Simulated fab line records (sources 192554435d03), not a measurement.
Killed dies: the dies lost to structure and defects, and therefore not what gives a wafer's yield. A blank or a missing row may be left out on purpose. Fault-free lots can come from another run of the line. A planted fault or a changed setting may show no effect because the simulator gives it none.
Struck lot and sound lot, side by side || flow n5-finfet || 20 steps out of a route of 1938
Sound: wafers L907.2, L907.3, L907.4. Wafers L909.1, L909.2, L909.3 were the ones struck. The cause is named last.
Each step with rows lists, per side, the tool, then ch with its chambers, then its first start. Under that, the readings that differ: sound wafers || struck wafers || difference of the means || sigmas: that difference in standard deviations of wafers without a fault.
alike: a reading whose means differ by less than 2 such deviations, as well as words and numbers matching on both sides. not compared: withheld readings; readings where some wafer has no value; bounds like >300 that might hide an equal value; numbers whose values overlap and for which the record gives no deviation.
The two part at a step that has a row with sigmas, a row that says differs or no value, or rows on one side only. Numbers that don't overlap but have no deviation are shown without sigmas and don't part them. A reading missing from all wafers of one side parts the sides only when that side holds two or more wafers.

first, 3 steps without rows for these wafers: N5_MOL_CONTACT_COAG_EXPOSE_05 (exposes mask CA, defocus 0 nm); N5_MOL_CONTACT_COAG_PEB_06 (peb time 60 s); N5_MOL_CONTACT_COAG_DEVELOP_07 (develop time 30 s).
N5_MOL_CONTACT_COAG_CD_MEAS_08: target cd 28 nm.
  sound on cd-sem-03 ch 0, day 5 00:59; struck on cd-sem-02 ch 0, day 5 10:09
  alike: cd-nm
N5_MOL_CONTACT_COAG_OVL_MEAS_09:
  sound on overlay-02 ch 0, day 5 01:01; struck on overlay-01 ch 0, day 5 10:11
  alike: CA_OVL
N5_MOL_CONTACT_COAG_INSPECT_10: inspects for defects (brightfield).
  sound on defect-inspect-02, day 5 01:04; struck on defect-inspect-02, day 5 10:14
  alike: raw-defect-count
N5_MOL_CONTACT_COAG_DESCUM_13: chemistry O2, time 7 s.
  sound on rie-diel-06 ch 0,1,3, day 5 01:06; struck on rie-diel-03 ch 0,1,2, day 5 10:16
  alike: drypump-motor-current-A, oes-product-au, rf-vpp-V, showerhead-plenum-p-Torr, throttle-valve-pct
  not compared: rf-hours-counter-h
N5_MOL_CONTACT_COAG_ETCH_59: etches underlayer in N2/H2, target depth 13 nm, time 10.4 s.
  sound on rie-diel-06 ch 0,1,3, day 5 01:08; struck on rie-diel-03 ch 0,1,2, day 5 10:19
  alike: bias-w, chamber-pressure-mTorr, drypump-motor-current-A, etch-rf-on-time-s, oes-product-au, rf-vpp-V, showerhead-plenum-p-Torr, throttle-valve-pct
  not compared: rf-hours-counter-h
N5_MOL_CONTACT_COAG_ETCH_105: etches SiARC in CF4, target depth 15.6 nm, time 26 s.
  sound on rie-diel-06 ch 0,1,3, day 5 01:10; struck on rie-diel-03 ch 0,1,2, day 5 10:20
  alike: bias-w, cf4-flow-sccm, drypump-motor-current-A, etch-rf-on-time-s, oes-product-au, rf-vpp-V, showerhead-plenum-p-Torr, throttle-valve-pct
  not compared: rf-hours-counter-h
N5_MOL_CONTACT_COAG_ETCH_106: etches SOC in N2/H2, target depth 80 nm, overetch 16 nm, time 120 s.
  sound on rie-diel-06 ch 0,1,3, day 5 01:11; struck on rie-diel-03 ch 0,1,2, day 5 10:21
  alike: bias-w, chamber-pressure-mTorr, drypump-motor-current-A, oes-product-au, rf-vpp-V, showerhead-plenum-p-Torr, throttle-valve-pct
  not compared: rf-hours-counter-h
then, 2 steps without rows for these wafers: N5_MOL_CONTACT_COAG_STRIP_107 (strips in N2/H2); N5_MOL_CONTACT_COAG_STRIP_108 (strips in N2/H2).
N5_MOL_CONTACT_COAG_CONTACT_ETCH_14: etches SiO2 in C4F6/O2, target depth 27.5 nm, overetch 8.5 nm, time 20 s.
  sound on rie-diel-06 ch 0,1,3, day 5 01:17; struck on rie-diel-03 ch 0,1,2, day 5 10:27
  no value came back on the struck wafers for any of 10 readings (C4F6_flow_sccm (sccm), O2_flow_sccm (sccm) and others); on the sound wafers C4F6_flow_sccm (sccm) reads 16.01 16.04 16.03
{"reading": "model.SiARC_of_MOL_CONTACT_COAG_COAT_104.thk-nm (nm)", "sound": "0 0 0", "struck": "6.6 6.2 6.4", "difference": "+6.4", "sigmas": ""}
{"reading": "model.SOC_of_MOL_CONTACT_COAG_COAT_103.thk-nm (nm)", "sound": "78.4 78.6 78.2", "struck": "80.4 80.2 80.4", "difference": "+1.9", "sigmas": ""}
then, 1 step without rows for these wafers: N5_MOL_CONTACT_COAG_STRIP_109 (strips in C4F6/O2).
N5_MOL_CONTACT_COAG_ETCH_15: etches SiNx in CH3F/O2, stops on Si:P, target depth 7 nm.
  sound on rie-diel-06 ch 0,1,3, day 5 01:19; struck on rie-diel-03 ch 0,1,2, day 5 10:29
{"reading": "oes-product-au (a.u.)", "sound": "0.60 0.60 0.57", "struck": "0.28 0.36 0.29", "difference": -0.28, "sigmas": -5}
  alike: CH3F_flow_sccm, O2_flow_sccm, drypump-motor-current-A, oes_ar_750_au, oes_o_777_au, rf-vpp-V, showerhead-plenum-p-Torr, throttle-valve-pct
  not compared: rf-hours-counter-h
N5_MOL_CONTACT_COAG_ETCH_110: etches Si in CF4/O2, target depth 2.5 nm, time 8 s.
  sound on rie-diel-06 ch 0,1,3, day 5 01:23; struck on rie-diel-03 ch 0,1,2, day 5 10:33
{"reading": "model.SOC_of_MOL_CONTACT_COAG_COAT_103.thk-nm (nm)", "sound": "73.4 73.6 73.4", "struck": "75.6 75.4 75.6", "difference": "+2.1", "sigmas": ""}
  alike: O2_flow_sccm, bias-w, drypump-motor-current-A, oes_ar_750_au, oes_o_777_au, oes-product-au, rf-vpp-V, showerhead-plenum-p-Torr, throttle-valve-pct
  not compared: rf-hours-counter-h
N5_MOL_CONTACT_COAG_STRIP_98: strips in N2/H2.
  sound on rie-diel-06 ch 0,1,3, day 5 01:26; struck on rie-diel-03 ch 0,1,2, day 5 10:36
  alike: drypump-motor-current-A, oes-product-au, rf-vpp-V, showerhead-plenum-p-Torr, throttle-valve-pct
  not compared: rf-hours-counter-h
N5_MOL_CONTACT_COAG_CD_MEAS_99: target cd 17.2 nm.
  sound on cd-sem-02, day 5 01:30; struck on cd-sem-03, day 5 10:40
{"reading": "cd-nm (nm)", "sound": "16.68 17.36 17.22", "struck": "- - -", "difference": "no value on the struck wafers", "sigmas": ""}
after that, 1 step had no rows for these wafers: N5_MOL_CONTACT_COAG_IMPLANT_129.
N5_BEOL_M4_RC_MEAS_101:
  the record has rows for the sound wafers here (prober-01 ch 0, day 8 23:43) and none for the struck ones

WHERE THEY PART
Earliest at N5_MOL_CONTACT_COAG_CONTACT_ETCH_14; latest, in this record, at N5_BEOL_M4_RC_MEAS_101.

WHY: what had been put in by the simulator
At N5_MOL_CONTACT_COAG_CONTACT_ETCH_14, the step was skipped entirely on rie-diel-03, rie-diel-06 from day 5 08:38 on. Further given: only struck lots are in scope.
